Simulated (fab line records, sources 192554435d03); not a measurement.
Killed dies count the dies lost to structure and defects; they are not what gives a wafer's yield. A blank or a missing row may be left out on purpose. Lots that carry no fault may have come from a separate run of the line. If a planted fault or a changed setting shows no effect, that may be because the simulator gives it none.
The same fault as seen by 2 desks	flow n5 finfet	every desk sees just its own numbers, and what lay behind them comes last

THE METROLOGY DESK
Means of the sampled wafers that have a number, per lot and without regard to the tool the lot ran on: this is what the gauges read. A lot is out of limits, marked OUT, if its mean lies more than 4 standard deviations from the usual mean; the brackets give that distance. It has 10 readings; the 7 that lie furthest out on some lot are the ones shown.
Columns: A = DIBL_N at N5_BEOL_M4_RC_MEAS_101, usual 36.5 mV/V; B = IOFF_P at N5_BEOL_M4_RC_MEAS_101, usual 0.219 nA/um; C = ION_N at N5_BEOL_M4_RC_MEAS_101, usual 675 uA/um; D = ION_P at N5_BEOL_M4_RC_MEAS_101, usual 464 uA/um; E = SS_N at N5_BEOL_M4_RC_MEAS_101, usual 71.5 mV/dec; F = VT_N at N5_BEOL_M4_RC_MEAS_101, usual 249.7 mV; G = VT_P at N5_BEOL_M4_RC_MEAS_101, usual -250 mV
lot	first seen here	A	B	C	D	E	F	G
L224	day 9 04:06	35.4	0.200	668	460	71.3	252.1	-253
L228	day 9 21:19	36.3	0.195	671	457	71.4	250.4	-251
L231	day 10 21:46	37.0	0.219	679	466	71.5	250.1	-250
L235	day 11 18:43	35.1	0.213	668	465	71.7	251.6	-250
L242	day 13 10:22	35.5	0.191	675	463	71.4	251.1	-254
L243	day 13 22:22	34.7	0.210	677	468	71.5	250.7	-249
L244	day 14 04:43	36.2	0.219	664	462	72.1	251.9	-250
Result from this desk: across the 7 lots, nothing is out of limits.

THE TOOL OWNER'S DESK: rie diel-05
The tool's own readings at N5_MOL_CONTACT_COAG_VIA_ETCH_46 (etches SiO2 in C4F6/O2, target depth 46 nm, overetch 9.2 nm, time 40 s): means of the sampled wafers that have a number, for each lot that ran on this tool. A lot is out of limits, marked OUT, if its mean lies more than 4 standard deviations from the usual mean; the brackets give that distance.
Columns: A = O2_flow_sccm at N5_MOL_CONTACT_COAG_VIA_ETCH_46, usual 10.00 sccm; B = drypump motor current A at N5_MOL_CONTACT_COAG_VIA_ETCH_46, usual 5.7 A; C = oes product au at N5_MOL_CONTACT_COAG_VIA_ETCH_46, usual 0.67 a.u.; D = rf vpp V at N5_MOL_CONTACT_COAG_VIA_ETCH_46, usual 1585 V; E = showerhead plenum p Torr at N5_MOL_CONTACT_COAG_VIA_ETCH_46, usual 2.80 Torr; F = throttle valve pct at N5_MOL_CONTACT_COAG_VIA_ETCH_46, usual 40.90 %
lot	first seen here	A	B	C	D	E	F
L228	day 7 03:41	10.00	5.6	0.65	1591	2.78	41.03
L231	day 7 17:55	9.97	5.4	0.63	1584	2.77	40.86
L235	day 8 16:31	9.99	5.3	0.60	1580	2.77	40.90
Result from this desk: across the 3 lots, nothing is out of limits.

BROUGHT TOGETHER
At the metrology desk, nothing out of limits was observed.
The tool owner's desk saw nothing out of limits.

WHAT HAD BEEN PUT IN BY THE SIMULATOR
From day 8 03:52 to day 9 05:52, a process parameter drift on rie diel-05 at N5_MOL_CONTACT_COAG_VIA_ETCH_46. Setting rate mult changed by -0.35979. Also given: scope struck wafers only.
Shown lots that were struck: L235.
